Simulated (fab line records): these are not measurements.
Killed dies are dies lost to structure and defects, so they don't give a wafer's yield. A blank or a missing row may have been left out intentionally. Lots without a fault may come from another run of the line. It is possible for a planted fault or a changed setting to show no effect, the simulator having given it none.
Chamber matching ; flow n5 finfet ; cmp-03 running N5_STI_FIN_REVEAL_CMP_04: 4 sister chambers
The step polishes, stops on Si3N4, t overpolish 4 s, target thk 131.83 nm. 8 wafers are shown with their chamber, then 10 later ones without.

## WAFERS PAIRED WITH THEIR CHAMBERS
wafer;chamber;motor current A (A);platen rpm (rpm)
L075.4;0;7.7;54.15
L081.1;2;8.3;54.17
L086.1;2;7.9;54.17
L088.2;0;7.8;54.17
L088.3;3;6.6;54.21
L088.4;1;8.9;54.26
L089.1;1;8.3;54.20
L089.4;3;6.4;54.20

## WAFERS MISSING THEIR CHAMBER
wafer;motor current A (A);platen rpm (rpm)
L089.6;8.8;54.16
L090.3;7.8;54.18
L090.4;6.6;54.18
L090.6;8.9;54.27
L092.3;8.9;54.14
L092.5;8.2;54.21
L092.6;8.7;54.21
L094.3;6.6;54.20
L094.5;8.6;54.20
L094.6;6.4;54.14

## WHICH CHAMBER EACH WENT THROUGH
wafer;from the rows above;in truth
L089.6;can't be placed: 2 or 1 or 0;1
L090.3;can't be placed: 0 or 2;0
L090.4;3;3
L090.6;1;1
L092.3;can't be placed: 2 or 1 or 0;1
L092.5;can't be placed: 1 or 2 or 0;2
L092.6;can't be placed: 1 or 2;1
L094.3;3;3
L094.5;can't be placed: 1 or 2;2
L094.6;3;3
Correctly placed: 4 of 10. Unplaceable from these rows: 6, with the true chamber sitting among the candidates in 6. Placed wrongly: 0.
How it was worked out, from the rows above alone: a wafer's distance from a chamber is the root of the sum, over the readings, of the square of ((its reading less the chamber's mean) divided by the reading's scatter). If the next closest chamber is less than 2 further off than the closest, the wafer can't be placed; otherwise it belongs to the closest. Each chamber's mean is taken over the wafers shown for it. How the scatter is found: for the shown wafers, subtract from each reading the mean of its chamber, square and add these, divide the total by (wafers less chambers), then take the root.
